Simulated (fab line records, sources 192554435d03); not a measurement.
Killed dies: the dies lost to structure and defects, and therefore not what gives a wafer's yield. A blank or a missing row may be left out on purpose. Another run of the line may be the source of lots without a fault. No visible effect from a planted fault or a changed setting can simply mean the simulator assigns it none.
Matching of chambers :: flow n5_finfet :: N5_MOL_CONTACT_COAG_ETCH_90 on rie_diel-03 has 4 sister chambers
The step etches SiARC in CF4, target depth 13 nm, time 21.7 s. 8 wafers are shown with their chamber, then 8 later ones without.

WAFERS WITH THEIR CHAMBER
wafer: L078.3
chamber: 3
throttle_valve_pct (%): 15.32
drypump_motor_current_A (A): 5.7

wafer: L078.6
chamber: 0
throttle_valve_pct (%): 15.62
drypump_motor_current_A (A): 5.1

wafer: L079.3
chamber: 2
throttle_valve_pct (%): 15.61
drypump_motor_current_A (A): 5.6

wafer: L079.5
chamber: 1
throttle_valve_pct (%): 15.30
drypump_motor_current_A (A): 6.2

wafer: L080.1
chamber: 3
throttle_valve_pct (%): 15.34
drypump_motor_current_A (A): 5.7

wafer: L080.3
chamber: 1
throttle_valve_pct (%): 15.29
drypump_motor_current_A (A): 6.2

wafer: L080.4
chamber: 0
throttle_valve_pct (%): 15.62
drypump_motor_current_A (A): 5.2

wafer: L081.1
chamber: 2
throttle_valve_pct (%): 15.60
drypump_motor_current_A (A): 5.6

WAFERS WHOSE CHAMBER IS MISSING
wafer: L081.4
throttle_valve_pct (%): 15.62
drypump_motor_current_A (A): 5.2

wafer: L081.6
throttle_valve_pct (%): 15.63
drypump_motor_current_A (A): 5.2

wafer: L083.1
throttle_valve_pct (%): 15.36
drypump_motor_current_A (A): 5.7

wafer: L083.2
throttle_valve_pct (%): 15.64
drypump_motor_current_A (A): 5.2

wafer: L083.3
throttle_valve_pct (%): 15.32
drypump_motor_current_A (A): 6.3

wafer: L089.2
throttle_valve_pct (%): 15.36
drypump_motor_current_A (A): 5.7

wafer: L089.3
throttle_valve_pct (%): 15.36
drypump_motor_current_A (A): 6.3

wafer: L089.5
throttle_valve_pct (%): 15.38
drypump_motor_current_A (A): 5.7

THE CHAMBER EACH PASSED THROUGH
wafer: L081.4
from the rows above: 0
in truth: 0

wafer: L081.6
from the rows above: 0
in truth: 0

wafer: L083.1
from the rows above: 3
in truth: 3

wafer: L083.2
from the rows above: 0
in truth: 0

wafer: L083.3
from the rows above: 1
in truth: 1

wafer: L089.2
from the rows above: 3
in truth: 3

wafer: L089.3
from the rows above: 1
in truth: 1

wafer: L089.5
from the rows above: 3
in truth: 3
Correctly placed: 8 of 8. Left unplaced by these rows: 0. Wrongly placed: 0.
How it was worked out, from the rows above alone: a wafer's distance from a chamber is the root of the sum, over the readings, of the square of ((its reading less the chamber's mean) divided by the reading's scatter). If the next closest chamber is less than 2 further off than the closest, the wafer can't be placed; otherwise it belongs to the closest. For every chamber, the mean is computed from those of its wafers that are shown. The scatter is the square root of a quotient: the sum, over the shown wafers, of each reading's squared deviation from its chamber's mean, divided by wafers minus chambers.
